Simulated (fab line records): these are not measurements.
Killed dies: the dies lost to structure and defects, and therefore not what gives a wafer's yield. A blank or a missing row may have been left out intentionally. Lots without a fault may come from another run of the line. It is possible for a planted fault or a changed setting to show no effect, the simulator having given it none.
Which of the tools did it? || flow n5 finfet || 11 lots with 33 wafers sampled at 5 steps, on a route of 1938 steps

## WHAT EACH GAUGE READ, for each wafer
N5_BEOL_M2_CD_MEAS_35: target cd 18 nm, target cd y 22.2 nm. Usual: cd nm reads 18.03 nm (standard deviation 0.26).
{"lot": "L497", "measured": "day 6 15:53", "on": "cd sem-02", "cd nm (nm)": "18.34 18.57 18.10", "flag": ""}
{"lot": "L498", "measured": "day 7 06:19", "on": "cd sem-02", "cd nm (nm)": "18.46 17.91 18.16", "flag": ""}
{"lot": "L499", "measured": "day 7 18:20", "on": "cd sem-03", "cd nm (nm)": "18.47 18.38 18.54", "flag": ""}
{"lot": "L501", "measured": "day 7 22:14", "on": "cd sem-03", "cd nm (nm)": "17.86 18.06 17.84", "flag": ""}
{"lot": "L503", "measured": "day 8 02:38", "on": "cd sem-03", "cd nm (nm)": "17.83 18.13 17.60", "flag": ""}
{"lot": "L508", "measured": "day 9 18:58", "on": "cd sem-03", "cd nm (nm)": "17.71 18.12 17.63", "flag": ""}
{"lot": "L512", "measured": "day 10 14:01", "on": "cd sem-01", "cd nm (nm)": "17.59 18.05 18.01", "flag": ""}
{"lot": "L513", "measured": "day 11 07:10", "on": "cd sem-02", "cd nm (nm)": "18.15 18.02 17.95", "flag": ""}
{"lot": "L515", "measured": "day 11 12:44", "on": "cd sem-02", "cd nm (nm)": "17.89 17.77 17.95", "flag": ""}
{"lot": "L519", "measured": "day 12 13:01", "on": "cd sem-03", "cd nm (nm)": "18.31 17.62 17.68", "flag": ""}
{"lot": "L520", "measured": "day 12 13:17", "on": "cd sem-02", "cd nm (nm)": "17.99 17.90 17.54", "flag": ""}

N5_BEOL_M4_RC_MEAS_101. Usual: DIBL_N 36.3 mV/V, standard deviation 1.2; DIBL_P 36.7 mV/V, standard deviation 1.5; IOFF_N 0.164 nA/um, standard deviation 0.02; IOFF_P 0.214 nA/um, standard deviation 0.024; ION_N 673 uA/um, standard deviation 8.5; ION_P 461 uA/um, standard deviation 5.9; SS_N 71.6 mV/dec, standard deviation 0.44; SS_P 73.3 mV/dec, standard deviation 0.55; VT_N 249.4 mV, standard deviation 2.4; VT_P -250.0 mV, standard deviation 2.3.
{"lot": "L497", "measured": "day 7 14:05", "on": "prober-01", "DIBL_N (mV/V)": "36.3 35.6 36.4", "DIBL_P (mV/V)": "35.8 34.9 35.2", "IOFF_N (nA/um)": "0.162 0.149 0.160", "IOFF_P (nA/um)": "0.194 0.182 0.188", "ION_N (uA/um)": "674 654 655", "ION_P (uA/um)": "458 449 453", "SS_N (mV/dec)": "71.9 71.7 71.4", "SS_P (mV/dec)": "73.4 73.3 74.0", "VT_N (mV)": "249.4 250.6 249.2", "VT_P (mV)": "-251.8 -255.3 -251.0", "flag": ""}
{"lot": "L498", "measured": "day 8 04:02", "on": "prober-02", "DIBL_N (mV/V)": "36.6 36.5 37.0", "DIBL_P (mV/V)": "35.3 34.2 35.8", "IOFF_N (nA/um)": "0.157 0.150 0.172", "IOFF_P (nA/um)": "0.211 0.201 0.227", "ION_N (uA/um)": "666 667 672", "ION_P (uA/um)": "463 459 464", "SS_N (mV/dec)": "71.3 72.1 71.7", "SS_P (mV/dec)": "72.8 73.1 73.0", "VT_N (mV)": "249.4 252.6 248.8", "VT_P (mV)": "-248.3 -251.7 -248.0", "flag": ""}
{"lot": "L499", "measured": "day 9 02:45", "on": "prober-01", "DIBL_N (mV/V)": "35.1 34.0 35.6", "DIBL_P (mV/V)": "36.3 34.5 37.5", "IOFF_N (nA/um)": "0.140 0.123 0.162", "IOFF_P (nA/um)": "0.184 0.166 0.199", "ION_N (uA/um)": "657 662 678", "ION_P (uA/um)": "452 454 459", "SS_N (mV/dec)": "71.0 71.6 71.6", "SS_P (mV/dec)": "72.7 72.7 73.4", "VT_N (mV)": "250.2 251.7 249.5", "VT_P (mV)": "-253.4 -255.6 -253.3", "flag": ""}
{"lot": "L501", "measured": "day 8 20:59", "on": "prober-01", "DIBL_N (mV/V)": "36.0 36.0 36.9", "DIBL_P (mV/V)": "36.0 35.6 37.8", "IOFF_N (nA/um)": "0.149 0.144 0.173", "IOFF_P (nA/um)": "0.187 0.178 0.210", "ION_N (uA/um)": "658 661 673", "ION_P (uA/um)": "446 452 458", "SS_N (mV/dec)": "71.7 71.4 72.4", "SS_P (mV/dec)": "73.1 73.0 73.6", "VT_N (mV)": "253.4 253.4 250.8", "VT_P (mV)": "-250.9 -251.6 -251.3", "flag": ""}
{"lot": "L503", "measured": "day 9 11:40", "on": "prober-01", "DIBL_N (mV/V)": "36.4 33.3 35.5", "DIBL_P (mV/V)": "36.7 33.2 35.5", "IOFF_N (nA/um)": "0.144 0.112 0.134", "IOFF_P (nA/um)": "0.225 0.173 0.205", "ION_N (uA/um)": "652 676 669", "ION_P (uA/um)": "459 465 464", "SS_N (mV/dec)": "70.8 70.8 71.2", "SS_P (mV/dec)": "73.0 71.9 72.8", "VT_N (mV)": "252.7 254.2 252.9", "VT_P (mV)": "-248.0 -249.8 -250.0", "flag": ""}
{"lot": "L508", "measured": "day 10 17:22", "on": "prober-02", "DIBL_N (mV/V)": "38.5 36.8 35.9", "DIBL_P (mV/V)": "39.1 37.5 35.4", "IOFF_N (nA/um)": "0.217 0.172 0.151", "IOFF_P (nA/um)": "0.266 0.242 0.201", "ION_N (uA/um)": "692 673 667", "ION_P (uA/um)": "470 459 456", "SS_N (mV/dec)": "72.3 72.2 71.6", "SS_P (mV/dec)": "74.8 74.5 73.4", "VT_N (mV)": "247.0 250.8 251.7", "VT_P (mV)": "-248.6 -247.8 -251.3", "flag": ""}
{"lot": "L512", "measured": "day 11 19:55", "on": "prober-02", "DIBL_N (mV/V)": "36.7 35.7 34.9", "DIBL_P (mV/V)": "37.1 36.7 35.7", "IOFF_N (nA/um)": "0.162 0.147 0.131", "IOFF_P (nA/um)": "0.224 0.218 0.195", "ION_N (uA/um)": "672 673 666", "ION_P (uA/um)": "470 466 462", "SS_N (mV/dec)": "71.6 71.1 71.6", "SS_P (mV/dec)": "73.3 73.3 73.3", "VT_N (mV)": "249.7 252.8 253.9", "VT_P (mV)": "-247.1 -246.9 -247.2", "flag": ""}
{"lot": "L513", "measured": "day 12 05:11", "on": "prober-02", "DIBL_N (mV/V)": "36.0 34.2 35.2", "DIBL_P (mV/V)": "36.7 33.7 34.7", "IOFF_N (nA/um)": "0.159 0.129 0.141", "IOFF_P (nA/um)": "0.232 0.190 0.192", "ION_N (uA/um)": "679 669 663", "ION_P (uA/um)": "466 463 457", "SS_N (mV/dec)": "72.1 71.5 71.1", "SS_P (mV/dec)": "73.3 72.7 72.7", "VT_N (mV)": "249.3 251.4 250.4", "VT_P (mV)": "-248.2 -248.6 -251.4", "flag": ""}
{"lot": "L515", "measured": "day 12 16:58", "on": "prober-01", "DIBL_N (mV/V)": "33.7 32.4 34.8", "DIBL_P (mV/V)": "35.5 33.5 36.5", "IOFF_N (nA/um)": "0.131 0.114 0.151", "IOFF_P (nA/um)": "0.181 0.160 0.200", "ION_N (uA/um)": "664 662 660", "ION_P (uA/um)": "458 455 454", "SS_N (mV/dec)": "71.2 71.1 70.9", "SS_P (mV/dec)": "72.7 72.2 73.3", "VT_N (mV)": "252.4 254.5 249.7", "VT_P (mV)": "-252.3 -253.9 -249.8", "flag": ""}
{"lot": "L519", "measured": "day 13 14:47", "on": "prober-02", "DIBL_N (mV/V)": "38.4 39.1 37.7", "DIBL_P (mV/V)": "38.8 39.1 37.5", "IOFF_N (nA/um)": "0.186 0.205 0.175", "IOFF_P (nA/um)": "0.236 0.240 0.207", "ION_N (uA/um)": "677 685 684", "ION_P (uA/um)": "466 467 463", "SS_N (mV/dec)": "71.4 72.2 71.6", "SS_P (mV/dec)": "73.5 73.5 72.5", "VT_N (mV)": "249.3 246.7 248.6", "VT_P (mV)": "-249.4 -248.1 -252.9", "flag": ""}
{"lot": "L520", "measured": "day 13 19:11", "on": "prober-02", "DIBL_N (mV/V)": "36.3 36.1 38.6", "DIBL_P (mV/V)": "38.1 38.3 40.1", "IOFF_N (nA/um)": "0.159 0.160 0.200", "IOFF_P (nA/um)": "0.214 0.214 0.258", "ION_N (uA/um)": "680 672 682", "ION_P (uA/um)": "465 465 469", "SS_N (mV/dec)": "71.2 71.2 72.3", "SS_P (mV/dec)": "73.8 73.3 74.7", "VT_N (mV)": "251.0 251.5 247.2", "VT_P (mV)": "-251.5 -250.7 -249.7", "flag": ""}

## TOOL THAT RAN EACH LOT (tool first, then ch and the chambers of the sampled wafers, then the start)
{"lot": "L497", "N5_BEOL_M2_PRE_CLEAN_45": "pvd sputter-03, day 6 16:04", "N5_BEOL_M2_ANNEAL_82": "pvd sputter-01, day 6 17:07", "N5_BEOL_M2_SPUTTER_88": "pvd sputter-01, day 6 17:28"}
{"lot": "L498", "N5_BEOL_M2_PRE_CLEAN_45": "pvd sputter-02, day 7 06:34", "N5_BEOL_M2_ANNEAL_82": "pvd sputter-02, day 7 07:57", "N5_BEOL_M2_SPUTTER_88": "pvd sputter-02, day 7 08:19"}
{"lot": "L499", "N5_BEOL_M2_PRE_CLEAN_45": "pvd sputter-03, day 7 18:53", "N5_BEOL_M2_ANNEAL_82": "pvd sputter-02, day 7 22:21", "N5_BEOL_M2_SPUTTER_88": "pvd sputter-02, day 7 22:43"}
{"lot": "L501", "N5_BEOL_M2_PRE_CLEAN_45": "pvd sputter-01, day 7 22:27", "N5_BEOL_M2_ANNEAL_82": "pvd sputter-03, day 7 23:58", "N5_BEOL_M2_SPUTTER_88": "pvd sputter-03, day 8 00:19"}
{"lot": "L503", "N5_BEOL_M2_PRE_CLEAN_45": "pvd sputter-01, day 8 02:58", "N5_BEOL_M2_ANNEAL_82": "pvd sputter-03, day 8 04:05", "N5_BEOL_M2_SPUTTER_88": "pvd sputter-03, day 8 04:26"}
{"lot": "L508", "N5_BEOL_M2_PRE_CLEAN_45": "pvd sputter-01, day 9 19:35", "N5_BEOL_M2_ANNEAL_82": "pvd sputter-01, day 9 20:59", "N5_BEOL_M2_SPUTTER_88": "pvd sputter-01, day 9 21:21"}
{"lot": "L512", "N5_BEOL_M2_PRE_CLEAN_45": "pvd sputter-03, day 10 14:08", "N5_BEOL_M2_ANNEAL_82": "pvd sputter-01, day 10 15:44", "N5_BEOL_M2_SPUTTER_88": "pvd sputter-01, day 10 16:06"}
{"lot": "L513", "N5_BEOL_M2_PRE_CLEAN_45": "pvd sputter-02, day 11 07:21", "N5_BEOL_M2_ANNEAL_82": "pvd sputter-01, day 11 08:22", "N5_BEOL_M2_SPUTTER_88": "pvd sputter-01, day 11 08:44"}
{"lot": "L515", "N5_BEOL_M2_PRE_CLEAN_45": "pvd sputter-02, day 11 12:56", "N5_BEOL_M2_ANNEAL_82": "pvd sputter-02, day 11 13:58", "N5_BEOL_M2_SPUTTER_88": "pvd sputter-02, day 11 14:19"}
{"lot": "L519", "N5_BEOL_M2_PRE_CLEAN_45": "pvd sputter-03, day 12 13:14", "N5_BEOL_M2_ANNEAL_82": "pvd sputter-02, day 12 14:21", "N5_BEOL_M2_SPUTTER_88": "pvd sputter-02, day 12 14:43"}
{"lot": "L520", "N5_BEOL_M2_PRE_CLEAN_45": "pvd sputter-02, day 12 13:22", "N5_BEOL_M2_ANNEAL_82": "pvd sputter-01, day 12 17:29", "N5_BEOL_M2_SPUTTER_88": "pvd sputter-01, day 12 17:51"}
- N5_BEOL_M2_PRE_CLEAN_45: time 30 s.
- N5_BEOL_M2_ANNEAL_82: time 240 s.
- N5_BEOL_M2_SPUTTER_88: material Cu, target thk 4.5 nm, time 8.29 s.

## AS READ BY THE TOOLS THEMSELVES (means over the sampled wafers that have a number; for cases with no such wafer, the mark the record gives instead)
N5_BEOL_M2_PRE_CLEAN_45. Usual: heater power w reads 328 W (standard deviation 23).
{"lot": "L497", "tool": "pvd sputter-03", "heater power w (W)": 312, "flag": ""}
{"lot": "L498", "tool": "pvd sputter-02", "heater power w (W)": 344, "flag": ""}
{"lot": "L499", "tool": "pvd sputter-03", "heater power w (W)": 337, "flag": ""}
{"lot": "L501", "tool": "pvd sputter-01", "heater power w (W)": 299, "flag": ""}
{"lot": "L503", "tool": "pvd sputter-01", "heater power w (W)": 296, "flag": ""}
{"lot": "L508", "tool": "pvd sputter-01", "heater power w (W)": 328, "flag": ""}
{"lot": "L512", "tool": "pvd sputter-03", "heater power w (W)": 314, "flag": ""}
{"lot": "L513", "tool": "pvd sputter-02", "heater power w (W)": 339, "flag": ""}
{"lot": "L515", "tool": "pvd sputter-02", "heater power w (W)": 340, "flag": ""}
{"lot": "L519", "tool": "pvd sputter-03", "heater power w (W)": 315, "flag": ""}
{"lot": "L520", "tool": "pvd sputter-02", "heater power w (W)": 345, "flag": ""}

N5_BEOL_M2_ANNEAL_82. Usual: heater power w 808 W, standard deviation 68; susceptor temp C 400.02 C, standard deviation 0.22.
{"lot": "L497", "tool": "pvd sputter-01", "heater power w (W)": 785, "susceptor temp C (C)": 400.13, "flag": ""}
{"lot": "L498", "tool": "pvd sputter-02", "heater power w (W)": 840, "susceptor temp C (C)": 400.03, "flag": ""}
{"lot": "L499", "tool": "pvd sputter-02", "heater power w (W)": 837, "susceptor temp C (C)": 399.72, "flag": ""}
{"lot": "L501", "tool": "pvd sputter-03", "heater power w (W)": 792, "susceptor temp C (C)": 399.96, "flag": ""}
{"lot": "L503", "tool": "pvd sputter-03", "heater power w (W)": 746, "susceptor temp C (C)": 400.10, "flag": ""}
{"lot": "L508", "tool": "pvd sputter-01", "heater power w (W)": 733, "susceptor temp C (C)": 399.94, "flag": ""}
{"lot": "L512", "tool": "pvd sputter-01", "heater power w (W)": "-", "susceptor temp C (C)": "-", "flag": "OFF"}
{"lot": "L513", "tool": "pvd sputter-01", "heater power w (W)": "-", "susceptor temp C (C)": "-", "flag": "OFF"}
{"lot": "L515", "tool": "pvd sputter-02", "heater power w (W)": "-", "susceptor temp C (C)": "-", "flag": "OFF"}
{"lot": "L519", "tool": "pvd sputter-02", "heater power w (W)": 849, "susceptor temp C (C)": 399.84, "flag": ""}
{"lot": "L520", "tool": "pvd sputter-01", "heater power w (W)": 752, "susceptor temp C (C)": 399.97, "flag": ""}

N5_BEOL_M2_SPUTTER_88. Usual: substrate temp c -20.00 C, standard deviation 0.11; throttle valve pct 29.7 %, standard deviation 1.
{"lot": "L497", "tool": "pvd sputter-01", "substrate temp c (C)": -19.93, "throttle valve pct (%)": 30.1, "flag": ""}
{"lot": "L498", "tool": "pvd sputter-02", "substrate temp c (C)": -20.00, "throttle valve pct (%)": 28.6, "flag": ""}
{"lot": "L499", "tool": "pvd sputter-02", "substrate temp c (C)": -19.92, "throttle valve pct (%)": 29.4, "flag": ""}
{"lot": "L501", "tool": "pvd sputter-03", "substrate temp c (C)": -20.02, "throttle valve pct (%)": 30.0, "flag": ""}
{"lot": "L503", "tool": "pvd sputter-03", "substrate temp c (C)": -19.99, "throttle valve pct (%)": 29.6, "flag": ""}
{"lot": "L508", "tool": "pvd sputter-01", "substrate temp c (C)": -19.93, "throttle valve pct (%)": 30.3, "flag": ""}
{"lot": "L512", "tool": "pvd sputter-01", "substrate temp c (C)": -19.92, "throttle valve pct (%)": 30.5, "flag": ""}
{"lot": "L513", "tool": "pvd sputter-01", "substrate temp c (C)": -20.03, "throttle valve pct (%)": 30.1, "flag": ""}
{"lot": "L515", "tool": "pvd sputter-02", "substrate temp c (C)": -19.95, "throttle valve pct (%)": 29.1, "flag": ""}
{"lot": "L519", "tool": "pvd sputter-02", "substrate temp c (C)": -19.98, "throttle valve pct (%)": 29.9, "flag": ""}
{"lot": "L520", "tool": "pvd sputter-01", "substrate temp c (C)": -19.94, "throttle valve pct (%)": 30.0, "flag": ""}

## THE ANSWER, worked out from the rows above alone
Rule: a lot counts as off when the mean over its wafers that have a number is more than 3 standard deviations away from the usual mean. A lot without any number at a reading at which 4 lots or more have one is off too. Where the step has rows for the other lots, those lots are counted as sound. The gauges are gone through in route order, then the tools' own readings, and for those a lot's mean is taken as printed above. At the first step where some lot is off, the reading lying furthest off is the one used; lots without a number count as furthest.
Off, at N5_BEOL_M2_ANNEAL_82 on heater power w: L512, L513, L515. Without a number there: L512, L513, L515.
If a tool, at that step or one of the process steps before it, ran each lot that is off and ran no sound lot following the first of them, it fits. Not one of the candidates tried fits.

## WHAT THE SIMULATOR HAD PUT IN
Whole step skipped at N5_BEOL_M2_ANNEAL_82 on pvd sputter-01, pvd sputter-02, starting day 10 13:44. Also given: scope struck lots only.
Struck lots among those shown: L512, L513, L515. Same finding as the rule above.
